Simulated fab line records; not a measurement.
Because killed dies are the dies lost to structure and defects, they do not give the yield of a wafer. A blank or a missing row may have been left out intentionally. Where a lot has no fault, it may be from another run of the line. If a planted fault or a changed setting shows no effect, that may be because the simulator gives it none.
Matching of chambers :: flow n5 finfet :: N5_DUMMY_GATE_STRIP_48 on rie diel-05 has 4 sister chambers
The step strips in N2/H2, time 20 s. 20 wafers are shown with their chamber, then 10 later ones without.

== WAFERS, EACH WITH ITS CHAMBER ==
wafer: L075.3
chamber: 2
showerhead plenum p Torr (Torr): 3.35
throttle valve pct (%): 12.51
drypump motor current A (A): 5.72

wafer: L075.4
chamber: 2
showerhead plenum p Torr (Torr): 3.35
throttle valve pct (%): 12.52
drypump motor current A (A): 5.68

wafer: L075.6
chamber: 3
showerhead plenum p Torr (Torr): 3.31
throttle valve pct (%): 11.76
drypump motor current A (A): 5.77

wafer: L078.1
chamber: 3
showerhead plenum p Torr (Torr): 3.30
throttle valve pct (%): 11.77
drypump motor current A (A): 5.77

wafer: L078.2
chamber: 2
showerhead plenum p Torr (Torr): 3.34
throttle valve pct (%): 12.55
drypump motor current A (A): 5.67

wafer: L078.3
chamber: 1
showerhead plenum p Torr (Torr): 3.22
throttle valve pct (%): 12.28
drypump motor current A (A): 5.20

wafer: L078.4
chamber: 0
showerhead plenum p Torr (Torr): 3.36
throttle valve pct (%): 12.24
drypump motor current A (A): 5.83

wafer: L078.5
chamber: 3
showerhead plenum p Torr (Torr): 3.30
throttle valve pct (%): 11.77
drypump motor current A (A): 5.78

wafer: L078.6
chamber: 0
showerhead plenum p Torr (Torr): 3.36
throttle valve pct (%): 12.23
drypump motor current A (A): 5.81

wafer: L080.1
chamber: 1
showerhead plenum p Torr (Torr): 3.22
throttle valve pct (%): 12.25
drypump motor current A (A): 5.19

wafer: L080.3
chamber: 0
showerhead plenum p Torr (Torr): 3.36
throttle valve pct (%): 12.25
drypump motor current A (A): 5.78

wafer: L080.4
chamber: 3
showerhead plenum p Torr (Torr): 3.30
throttle valve pct (%): 11.78
drypump motor current A (A): 5.77

wafer: L082.1
chamber: 1
showerhead plenum p Torr (Torr): 3.22
throttle valve pct (%): 12.26
drypump motor current A (A): 5.21

wafer: L082.2
chamber: 0
showerhead plenum p Torr (Torr): 3.35
throttle valve pct (%): 12.25
drypump motor current A (A): 5.78

wafer: L082.5
chamber: 3
showerhead plenum p Torr (Torr): 3.30
throttle valve pct (%): 11.80
drypump motor current A (A): 5.76

wafer: L083.1
chamber: 2
showerhead plenum p Torr (Torr): 3.34
throttle valve pct (%): 12.56
drypump motor current A (A): 5.66

wafer: L083.2
chamber: 1
showerhead plenum p Torr (Torr): 3.22
throttle valve pct (%): 12.28
drypump motor current A (A): 5.19

wafer: L083.5
chamber: 1
showerhead plenum p Torr (Torr): 3.22
throttle valve pct (%): 12.27
drypump motor current A (A): 5.18

wafer: L085.3
chamber: 2
showerhead plenum p Torr (Torr): 3.34
throttle valve pct (%): 12.58
drypump motor current A (A): 5.64

wafer: L085.5
chamber: 3
showerhead plenum p Torr (Torr): 3.30
throttle valve pct (%): 11.82
drypump motor current A (A): 5.76

SIGNATURES, as means of the wafers listed above
reading: showerhead plenum p Torr
chamber 0: 3.3575
chamber 1: 3.2200
chamber 2: 3.3440
chamber 3: 3.3017
scatter within a chamber: 0.00417

reading: throttle valve pct
chamber 0: 12.2425
chamber 1: 12.2680
chamber 2: 12.5440
chamber 3: 11.7833
scatter within a chamber: 0.0206

reading: drypump motor current A
chamber 0: 5.8000
chamber 1: 5.1940
chamber 2: 5.6740
chamber 3: 5.7683
scatter within a chamber: 0.0196
Rule: a wafer's distance from a chamber is the root of the sum, over the readings, of the square of ((its reading less the chamber's mean) divided by the reading's scatter). If the next closest chamber is less than 2 further off than the closest, the wafer can't be placed; otherwise it belongs to the closest. The scatter: the root of (the sum of the squares of (reading less its chamber's mean) over the shown wafers, divided by (wafers less chambers)).

== WAFERS WHOSE CHAMBER IS MISSING ==
wafer: L085.6
showerhead plenum p Torr (Torr): 3.35
throttle valve pct (%): 12.26
drypump motor current A (A): 5.78

wafer: L087.4
showerhead plenum p Torr (Torr): 3.21
throttle valve pct (%): 12.29
drypump motor current A (A): 5.17

wafer: L087.5
showerhead plenum p Torr (Torr): 3.29
throttle valve pct (%): 11.82
drypump motor current A (A): 5.78

wafer: L087.6
showerhead plenum p Torr (Torr): 3.34
throttle valve pct (%): 12.57
drypump motor current A (A): 5.65

wafer: L088.1
showerhead plenum p Torr (Torr): 3.21
throttle valve pct (%): 12.30
drypump motor current A (A): 5.20

wafer: L088.2
showerhead plenum p Torr (Torr): 3.33
throttle valve pct (%): 12.58
drypump motor current A (A): 5.69

wafer: L088.4
showerhead plenum p Torr (Torr): 3.35
throttle valve pct (%): 12.28
drypump motor current A (A): 5.83

wafer: L092.3
showerhead plenum p Torr (Torr): 3.29
throttle valve pct (%): 11.84
drypump motor current A (A): 5.77

wafer: L092.4
showerhead plenum p Torr (Torr): 3.34
throttle valve pct (%): 12.31
drypump motor current A (A): 5.80

wafer: L092.5
showerhead plenum p Torr (Torr): 3.33
throttle valve pct (%): 12.61
drypump motor current A (A): 5.65

== THE CHAMBER EACH PASSED THROUGH ==
wafer: L085.6
from the rows above: 0
in truth: 0

wafer: L087.4
from the rows above: 1
in truth: 1

wafer: L087.5
from the rows above: 3
in truth: 3

wafer: L087.6
from the rows above: 2
in truth: 2

wafer: L088.1
from the rows above: 1
in truth: 1

wafer: L088.2
from the rows above: 2
in truth: 2

wafer: L088.4
from the rows above: 0
in truth: 0

wafer: L092.3
from the rows above: 3
in truth: 3

wafer: L092.4
from the rows above: 0
in truth: 0

wafer: L092.5
from the rows above: 2
in truth: 2
Correct placement for 10 of the 10. Not placeable from these rows: 0. Number placed wrongly: 0.
